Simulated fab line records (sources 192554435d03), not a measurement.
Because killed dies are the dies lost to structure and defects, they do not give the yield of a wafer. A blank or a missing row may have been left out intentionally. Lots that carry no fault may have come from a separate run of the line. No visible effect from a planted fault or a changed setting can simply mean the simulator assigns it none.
Matching of chambers -- flow n5_finfet -- N5_BEOL_M1_ETCHBACK_99 on rie_diel-04: 4 sister chambers
The step etches SiO2 in CHF3, target depth 5 nm, time 10.4 s. 18 wafers are shown with their chamber, then 9 later ones without.

== WAFERS, EACH WITH ITS CHAMBER ==
wafer,chamber,showerhead_plenum_p_Torr (Torr),drypump_motor_current_A (A),throttle_valve_pct (%)
L076.2,1,2.10,5.4,17.32
L076.4,0,2.14,6.3,16.98
L076.5,1,2.10,5.3,17.33
L077.3,1,2.11,5.3,17.33
L077.5,3,2.06,6.0,16.99
L077.6,0,2.14,6.2,16.96
L078.1,0,2.14,6.3,16.97
L078.4,3,2.06,6.0,17.01
L078.5,2,2.23,4.8,16.90
L079.1,0,2.14,6.3,16.99
L079.3,1,2.10,5.4,17.34
L079.5,2,2.23,4.7,16.88
L083.1,2,2.23,4.7,16.91
L083.2,0,2.14,6.3,16.99
L083.3,1,2.10,5.4,17.36
L083.4,3,2.05,6.0,17.00
L083.5,3,2.05,6.0,17.00
L083.6,2,2.23,4.8,16.92

SIGNATURES (averages over the wafers above)
reading,chamber 0,chamber 1,chamber 2,chamber 3,scatter within a chamber
showerhead_plenum_p_Torr,2.1400,2.1020,2.2300,2.0550,0.00359
drypump_motor_current_A,6.280,5.360,4.750,6.000,0.0463
throttle_valve_pct,16.9780,17.3360,16.9025,17.0000,0.0138
Rule: a wafer lies at a distance from a chamber equal to the root of the sum of squares, over the readings, of (its reading less the chamber's mean, divided by the reading's scatter). If the next closest chamber is less than 2 further off than the closest, the wafer can't be placed; otherwise it belongs to the closest. The scatter: the root of (the sum of the squares of (reading less its chamber's mean) over the shown wafers, divided by (wafers less chambers)).

== WAFERS WITH NO CHAMBER GIVEN ==
wafer,showerhead_plenum_p_Torr (Torr),drypump_motor_current_A (A),throttle_valve_pct (%)
L086.3,2.05,6.0,17.00
L086.4,2.14,6.2,17.02
L086.5,2.23,4.8,16.91
L087.1,2.05,6.0,17.00
L087.2,2.10,5.4,17.37
L087.3,2.13,6.3,17.02
L087.4,2.23,4.8,16.92
L087.5,2.14,6.2,17.00
L087.6,2.10,5.4,17.37

== THE CHAMBER EACH PASSED THROUGH ==
wafer,from the rows above,in truth
L086.3,3,3
L086.4,0,0
L086.5,2,2
L087.1,3,3
L087.2,1,1
L087.3,0,0
L087.4,2,2
L087.5,0,0
L087.6,1,1
Placed correctly: 9 of 9. Number that these rows cannot place: 0. 0 placed wrongly.
